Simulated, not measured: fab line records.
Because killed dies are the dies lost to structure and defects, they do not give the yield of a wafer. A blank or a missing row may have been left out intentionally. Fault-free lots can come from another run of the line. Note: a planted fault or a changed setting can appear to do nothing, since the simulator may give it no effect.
A sampling plan put to the test | flow n5-finfet | one fab line, 35 faults that these records tell of, each judged on the records of the lots that it struck; 1 more is left out, because the records don't allow judging it
The plan consists of the line's own looks: route steps at which the wafer is read by a gauge or an inspection but not changed. A look is open to judgement when struck wafers have a number at it and the file gives its usual mean and standard deviation on fault-free wafers. Caught: 4 or more of those standard deviations (sigma) separate the usual mean from the mean of the struck wafers at a look after the fault's first step. On the tool: here the same test is run on the tool's own readings at the fault's steps. Caught also covers a different recipe on the struck wafers, or a record left blank for those wafers only.

## THE FAULTS, as the simulator had put them in
1. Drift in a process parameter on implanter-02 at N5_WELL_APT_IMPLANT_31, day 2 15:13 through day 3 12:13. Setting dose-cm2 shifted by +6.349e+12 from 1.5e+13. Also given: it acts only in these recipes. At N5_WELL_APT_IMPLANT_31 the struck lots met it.
2. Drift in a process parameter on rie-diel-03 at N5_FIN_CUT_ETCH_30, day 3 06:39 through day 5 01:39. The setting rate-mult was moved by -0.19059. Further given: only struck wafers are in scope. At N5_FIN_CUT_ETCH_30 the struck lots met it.
3. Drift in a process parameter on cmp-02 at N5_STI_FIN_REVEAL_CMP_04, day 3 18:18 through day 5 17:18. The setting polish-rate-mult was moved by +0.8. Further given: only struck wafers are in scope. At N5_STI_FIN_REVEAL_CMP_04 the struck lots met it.
4. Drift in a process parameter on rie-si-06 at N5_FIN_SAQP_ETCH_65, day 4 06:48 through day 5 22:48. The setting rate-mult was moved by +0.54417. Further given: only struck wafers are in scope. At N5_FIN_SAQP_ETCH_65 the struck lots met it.
5. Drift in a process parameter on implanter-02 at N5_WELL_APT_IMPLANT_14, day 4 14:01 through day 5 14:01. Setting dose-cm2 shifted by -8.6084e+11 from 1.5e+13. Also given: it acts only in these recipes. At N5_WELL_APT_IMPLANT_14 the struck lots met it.
6. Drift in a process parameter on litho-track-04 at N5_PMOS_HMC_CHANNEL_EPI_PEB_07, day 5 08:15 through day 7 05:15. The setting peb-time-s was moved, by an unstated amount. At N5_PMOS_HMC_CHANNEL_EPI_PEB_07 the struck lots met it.
7. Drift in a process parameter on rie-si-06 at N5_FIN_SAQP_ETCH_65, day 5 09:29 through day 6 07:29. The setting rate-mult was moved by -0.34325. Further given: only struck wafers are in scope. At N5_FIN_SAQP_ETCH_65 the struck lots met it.
8. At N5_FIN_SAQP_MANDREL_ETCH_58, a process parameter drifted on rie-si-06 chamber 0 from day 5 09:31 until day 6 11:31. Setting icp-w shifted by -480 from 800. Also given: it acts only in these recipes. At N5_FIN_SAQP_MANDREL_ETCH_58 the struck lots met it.
9. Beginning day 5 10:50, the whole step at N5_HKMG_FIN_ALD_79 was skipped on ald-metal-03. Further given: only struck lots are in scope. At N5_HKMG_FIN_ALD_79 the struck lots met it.
10. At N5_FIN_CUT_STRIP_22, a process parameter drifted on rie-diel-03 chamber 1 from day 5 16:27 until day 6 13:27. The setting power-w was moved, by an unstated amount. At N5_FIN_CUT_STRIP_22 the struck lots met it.
11. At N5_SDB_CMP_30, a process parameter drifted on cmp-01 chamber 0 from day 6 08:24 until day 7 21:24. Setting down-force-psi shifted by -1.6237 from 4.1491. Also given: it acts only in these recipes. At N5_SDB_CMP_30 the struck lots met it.
12. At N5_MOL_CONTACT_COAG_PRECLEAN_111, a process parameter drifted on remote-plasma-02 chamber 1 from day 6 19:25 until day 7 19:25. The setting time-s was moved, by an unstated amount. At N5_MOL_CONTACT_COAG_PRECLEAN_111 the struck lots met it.
13. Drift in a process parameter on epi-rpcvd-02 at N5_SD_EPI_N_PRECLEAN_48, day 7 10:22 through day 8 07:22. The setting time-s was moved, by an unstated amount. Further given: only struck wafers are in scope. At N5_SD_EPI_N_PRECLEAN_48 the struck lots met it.
14. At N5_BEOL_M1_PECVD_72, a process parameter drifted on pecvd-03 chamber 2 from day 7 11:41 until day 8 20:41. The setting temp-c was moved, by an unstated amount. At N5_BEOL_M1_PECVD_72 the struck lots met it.
15. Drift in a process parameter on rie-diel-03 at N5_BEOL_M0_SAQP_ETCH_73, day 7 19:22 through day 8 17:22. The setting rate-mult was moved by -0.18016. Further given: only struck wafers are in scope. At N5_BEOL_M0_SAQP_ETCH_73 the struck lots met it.
16. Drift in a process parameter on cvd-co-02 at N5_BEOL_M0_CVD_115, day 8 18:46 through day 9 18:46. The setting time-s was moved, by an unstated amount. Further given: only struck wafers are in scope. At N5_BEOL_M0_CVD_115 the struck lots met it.
17. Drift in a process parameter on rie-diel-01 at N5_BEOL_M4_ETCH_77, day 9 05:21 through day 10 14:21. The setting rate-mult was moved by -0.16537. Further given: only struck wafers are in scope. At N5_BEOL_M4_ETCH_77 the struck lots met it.
18. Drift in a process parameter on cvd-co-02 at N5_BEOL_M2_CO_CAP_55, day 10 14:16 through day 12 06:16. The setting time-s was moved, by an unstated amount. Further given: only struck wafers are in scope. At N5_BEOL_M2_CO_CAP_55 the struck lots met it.
19. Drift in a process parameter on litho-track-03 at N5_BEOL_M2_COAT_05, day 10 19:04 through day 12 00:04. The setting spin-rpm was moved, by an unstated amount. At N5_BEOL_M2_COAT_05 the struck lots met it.
20. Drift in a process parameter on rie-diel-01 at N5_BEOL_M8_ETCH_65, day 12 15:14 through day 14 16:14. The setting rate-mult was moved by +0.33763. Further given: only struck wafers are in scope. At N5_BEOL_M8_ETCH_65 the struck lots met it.
21. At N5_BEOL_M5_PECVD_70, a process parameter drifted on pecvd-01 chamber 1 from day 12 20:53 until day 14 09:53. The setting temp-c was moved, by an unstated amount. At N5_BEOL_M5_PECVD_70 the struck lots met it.
22. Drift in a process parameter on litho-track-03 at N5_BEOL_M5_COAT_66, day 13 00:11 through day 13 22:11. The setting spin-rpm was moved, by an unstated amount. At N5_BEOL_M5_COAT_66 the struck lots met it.
23. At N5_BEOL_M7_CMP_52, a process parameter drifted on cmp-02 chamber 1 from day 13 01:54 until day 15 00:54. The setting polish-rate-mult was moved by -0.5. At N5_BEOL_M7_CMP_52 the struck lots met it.
24. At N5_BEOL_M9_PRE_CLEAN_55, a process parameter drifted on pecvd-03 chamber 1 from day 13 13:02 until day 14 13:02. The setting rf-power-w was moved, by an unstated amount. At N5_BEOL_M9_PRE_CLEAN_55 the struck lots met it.
25. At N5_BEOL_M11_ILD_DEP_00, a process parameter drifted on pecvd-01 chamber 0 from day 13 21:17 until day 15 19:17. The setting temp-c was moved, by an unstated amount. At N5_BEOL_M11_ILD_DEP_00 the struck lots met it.
26. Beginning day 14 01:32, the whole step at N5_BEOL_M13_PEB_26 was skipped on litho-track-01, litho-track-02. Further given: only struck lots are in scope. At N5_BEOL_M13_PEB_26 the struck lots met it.
27. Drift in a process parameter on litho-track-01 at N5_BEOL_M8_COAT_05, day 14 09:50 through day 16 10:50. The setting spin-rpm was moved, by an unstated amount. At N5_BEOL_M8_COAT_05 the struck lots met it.
28. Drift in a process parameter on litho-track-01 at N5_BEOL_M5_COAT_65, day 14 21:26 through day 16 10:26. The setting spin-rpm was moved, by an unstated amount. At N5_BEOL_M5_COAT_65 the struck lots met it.
29. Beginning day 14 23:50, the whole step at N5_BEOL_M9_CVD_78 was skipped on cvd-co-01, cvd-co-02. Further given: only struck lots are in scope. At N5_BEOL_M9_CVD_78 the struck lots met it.
30. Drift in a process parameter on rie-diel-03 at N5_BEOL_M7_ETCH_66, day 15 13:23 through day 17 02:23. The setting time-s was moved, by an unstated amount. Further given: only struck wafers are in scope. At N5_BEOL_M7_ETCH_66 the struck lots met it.
31. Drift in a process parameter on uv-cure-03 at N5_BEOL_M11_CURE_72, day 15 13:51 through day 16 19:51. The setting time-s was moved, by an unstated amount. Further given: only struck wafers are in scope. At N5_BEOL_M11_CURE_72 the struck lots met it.
32. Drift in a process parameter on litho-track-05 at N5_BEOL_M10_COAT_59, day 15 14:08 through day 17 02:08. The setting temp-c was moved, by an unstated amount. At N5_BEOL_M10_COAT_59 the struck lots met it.
33. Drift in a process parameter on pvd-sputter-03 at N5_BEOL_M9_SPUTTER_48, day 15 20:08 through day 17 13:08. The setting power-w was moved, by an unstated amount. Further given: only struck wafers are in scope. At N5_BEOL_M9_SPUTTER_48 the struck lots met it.
34. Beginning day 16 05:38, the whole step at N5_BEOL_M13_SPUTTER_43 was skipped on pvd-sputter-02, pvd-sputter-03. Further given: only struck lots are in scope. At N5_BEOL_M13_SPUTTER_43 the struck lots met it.
35. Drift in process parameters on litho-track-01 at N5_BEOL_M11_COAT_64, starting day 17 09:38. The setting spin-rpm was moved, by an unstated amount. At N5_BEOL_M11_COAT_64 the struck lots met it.

## WHAT THE PLAN SAW
fault | on the tool itself                               | first look that catches it                      | reading, sigma                                           | median hours from its first step to that look | hours from the fault's start to the first struck lot there | judged looks passed uncaught
1     | dose-ions-cm2 +99 or beyond sigma                | no look after it can be judged                  | -                                                        | -                                             | -                                                          | 0
2     | etch-rf-on-time-s +5.3 sigma                     | no look after it can be judged                  | -                                                        | -                                             | -                                                          | 0
3     | time-to-endpoint-s -5.7 sigma                    | not the one look that can be judged after it    | strongest: thk-nm at N5_STI_FIN_REVEAL_THK_MEAS_05, -2.7 | -                                             | -                                                          | 1
4     | oes-product-au +28 sigma                         | not the one look that can be judged after it    | -                                                        | -                                             | -                                                          | 1
5     | dose-ions-cm2 -47 sigma                          | not the one look that can be judged after it    | -                                                        | -                                             | -                                                          | 1
6     | heater-power-total-W +4.9 sigma                  | no look after it can be judged                  | -                                                        | -                                             | -                                                          | 0
7     | oes-product-au -17 sigma                         | no look after it can be judged                  | -                                                        | -                                             | -                                                          | 0
8     | rf-fwd-power-W -99 or beyond sigma               | no look after it can be judged                  | -                                                        | -                                             | -                                                          | 0
9     | the tool's record is blank for the struck wafers | no look after it can be judged                  | -                                                        | -                                             | -                                                          | 0
10    | power-w +49 sigma                                | no look after it can be judged                  | -                                                        | -                                             | -                                                          | 0
11    | head-pressure-psi -99 or beyond sigma            | no look after it can be judged                  | -                                                        | -                                             | -                                                          | 0
12    | no reading that can be judged                    | no look after it can be judged                  | -                                                        | -                                             | -                                                          | 0
13    | no reading that can be judged                    | N5_SD_EPI_N_EPI_MEAS_23                         | thk-nm -13                                               | 2.1                                           | 12                                                         | 0
14    | susceptor-temp-C -35 sigma                       | not the one look that can be judged after it    | -                                                        | -                                             | -                                                          | 1
15    | etch-rf-on-time-s +7.0 sigma                     | not the one look that can be judged after it    | -                                                        | -                                             | -                                                          | 1
16    | run-length-s +99 or beyond sigma                 | not the one look that can be judged after it    | -                                                        | -                                             | -                                                          | 1
17    | etch-rf-on-time-s +6.0 sigma                     | not the one look that can be judged after it    | -                                                        | -                                             | -                                                          | 1
18    | run-length-s +53 sigma                           | not the one look that can be judged after it    | -                                                        | -                                             | -                                                          | 1
19    | spin-speed-rpm -99 or beyond sigma               | not the one look that can be judged after it    | -                                                        | -                                             | -                                                          | 1
20    | etch-rf-on-time-s -7.8 sigma                     | no look after it can be judged                  | -                                                        | -                                             | -                                                          | 0
21    | susceptor-temp-C +99 or beyond sigma             | no look after it can be judged                  | -                                                        | -                                             | -                                                          | 0
22    | spin-speed-rpm -99 or beyond sigma               | none of the 2 looks that can be judged after it | -                                                        | -                                             | -                                                          | 2
23    | overpolish-run-s -99 or beyond sigma             | N5_BEOL_M7_THK_MEAS_53                          | M7_THK +44                                               | 0.3                                           | 10                                                         | 0
24    | rf-fwd-power-W -15 sigma                         | no look after it can be judged                  | -                                                        | -                                             | -                                                          | 0
25    | susceptor-temp-C +14 sigma                       | no look after it can be judged                  | -                                                        | -                                             | -                                                          | 0
26    | the tool's record is blank for the struck wafers | no look after it can be judged                  | -                                                        | -                                             | -                                                          | 0
27    | spin-speed-rpm -78 sigma                         | not the one look that can be judged after it    | -                                                        | -                                             | -                                                          | 1
28    | spin-speed-rpm -87 sigma                         | no look after it can be judged                  | -                                                        | -                                             | -                                                          | 0
29    | the tool's record is blank for the struck wafers | not the one look that can be judged after it    | -                                                        | -                                             | -                                                          | 1
30    | run-length-s -23 sigma                           | no look after it can be judged                  | -                                                        | -                                             | -                                                          | 0
31    | lamp-power-pct -15 sigma                         | no look after it can be judged                  | -                                                        | -                                             | -                                                          | 0
32    | plate-temp-C +12 sigma                           | none of the 2 looks that can be judged after it | -                                                        | -                                             | -                                                          | 2
33    | cathode-dc-power-W -99 or beyond sigma           | no look after it can be judged                  | -                                                        | -                                             | -                                                          | 0
34    | the tool's record is blank for the struck wafers | no look after it can be judged                  | -                                                        | -                                             | -                                                          | 0
35    | spin-speed-rpm -99 or beyond sigma               | no look after it can be judged                  | -                                                        | -                                             | -                                                          | 0
A dash: the fault is not caught, or the number is missing from these records.

Caught at a look: 2 of 35. Caught on the tool: 33 of 35. By one or the other: 34 of 35.
Faults 1, 2, 3, 4, 5, 6, 7, 8, 9, 10, 11, 14, 15, 16, 17, 18, 19, 20, 21, 22, 24, 25, 26, 27, 28, 29, 30, 31, 32, 33, 34, 35 were caught on the tool alone.
Caught at a look alone: fault 13.
Caught by neither: fault 12.

## THINNER SAMPLING
In the worst case, this is how late the first struck lot would be measured if the look that catches a fault measured only every second or every third lot, by lot number:
fault | struck lots at that look, in order of time | every lot | every second lot | every third lot
13    | L158, L159                                 | 12 h      | 18 h             | may miss all 2
23    | L624, L626                                 | 10 h      | may miss all 2   | may miss all 2
The hour figures run from when the fault began to the first measured lot among those it struck. Since the struck wafers were tested as one group against 4 sigma, a single lot by itself may lie under the limit. Other struck lots may not be in these records.

## THE LONGEST TIMED WAY FROM STEP TO LOOK
Fault 13: median gap of 2.1 hours between N5_SD_EPI_N_PRECLEAN_48 and N5_SD_EPI_N_EPI_MEAS_23. No look between them can be judged.
